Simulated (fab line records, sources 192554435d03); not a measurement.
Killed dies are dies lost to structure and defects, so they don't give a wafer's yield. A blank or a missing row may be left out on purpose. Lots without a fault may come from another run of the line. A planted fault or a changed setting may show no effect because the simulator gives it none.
Chamber matching | flow n5_finfet | N5_BEOL_M0_SAQP_MANDREL1_REMOVE_100 on rie_si-01: 4 sister chambers
The step chemistry HBr/Cl2/O2, target a-Si, stops on SiNx, bt time 10 s. 4 wafers are shown with their chamber, then 11 later ones without.

WAFERS WITH THEIR CHAMBER
wafer  | chamber | throttle_valve_pct (%)
L085.1 | 1       | 36.6
L089.2 | 2       | 36.8
L089.5 | 3       | 37.2
L090.1 | 0       | 37.3

WAFERS WITHOUT THEIR CHAMBER
wafer  | throttle_valve_pct (%)
L090.4 | 37.1
L090.5 | 37.1
L091.3 | 36.6
L091.4 | 37.3
L091.5 | 37.3
L094.1 | 37.3
L094.2 | 36.8
L094.4 | 36.6
L095.2 | 36.6
L095.5 | 36.8
L095.6 | 36.6

WHICH CHAMBER EACH WENT THROUGH
wafer  | from the rows above | in truth
L090.4 | 3                   | 3
L090.5 | 3                   | 3
L091.3 | 1                   | 1
L091.4 | 0                   | 0
L091.5 | 0                   | 0
L094.1 | 0                   | 0
L094.2 | 2                   | 2
L094.4 | 1                   | 1
L095.2 | 1                   | 1
L095.5 | 2                   | 2
L095.6 | 1                   | 1
Placed correctly: 11 of 11. Can't be placed from these rows: 0. Placed wrongly: 0.
How it was worked out, from the rows above alone: a wafer's distance from a chamber is the root of the sum, over the readings, of the square of ((its reading less the chamber's mean) divided by the reading's scatter). The wafer belongs to the nearest chamber; if the next one is less than 2 further off, it can't be placed. A chamber's mean is the mean of its shown wafers. The scatter: with one shown wafer a chamber, the root of the mean of the squares of how far each hidden wafer lies from its nearest shown one.
